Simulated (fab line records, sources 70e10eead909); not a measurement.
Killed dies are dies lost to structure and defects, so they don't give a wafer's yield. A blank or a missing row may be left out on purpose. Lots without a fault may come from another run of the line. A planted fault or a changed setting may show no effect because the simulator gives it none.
Chamber matching | flow nand_harc | NHARC_P_M2_STRIP_18 on rie_diel-06: 4 sister chambers
The step strips in N2/H2. 8 wafers are shown with their chamber, then 7 later ones without.

WAFERS WITH THEIR CHAMBER
wafer  | chamber | drypump_motor_current_A (A) | oes_product_au (a.u.)
L075.3 | 0       | 5.0                         | 1.019
L076.1 | 2       | 5.8                         | 1.008
L076.2 | 3       | 6.3                         | 1.004
L081.3 | 1       | 6.0                         | 0.989
L081.4 | 2       | 5.7                         | 0.999
L081.6 | 3       | 6.3                         | 1.001
L084.2 | 0       | 4.9                         | 1.021
L084.3 | 1       | 6.0                         | 0.990

WAFERS WITHOUT THEIR CHAMBER
wafer  | drypump_motor_current_A (A) | oes_product_au (a.u.)
L084.5 | 6.0                         | 0.990
L091.1 | 5.8                         | 1.006
L091.2 | 6.0                         | 0.987
L091.5 | 5.8                         | 1.004
L092.1 | 6.0                         | 0.992
L092.5 | 5.7                         | 1.011
L092.6 | 6.0                         | 0.993

WHICH CHAMBER EACH WENT THROUGH
wafer  | from the rows above | in truth
L084.5 | 1                   | 1
L091.1 | 2                   | 2
L091.2 | 1                   | 1
L091.5 | 2                   | 2
L092.1 | 1                   | 1
L092.5 | 2                   | 2
L092.6 | 1                   | 1
Placed correctly: 7 of 7. Can't be placed from these rows: 0. Placed wrongly: 0.
How it was worked out, from the rows above alone: a wafer's distance from a chamber is the root of the sum, over the readings, of the square of ((its reading less the chamber's mean) divided by the reading's scatter). The wafer belongs to the nearest chamber; if the next one is less than 2 further off, it can't be placed. A chamber's mean is the mean of its shown wafers. The scatter: the root of (the sum of the squares of (reading less its chamber's mean) over the shown wafers, divided by (wafers less chambers)).
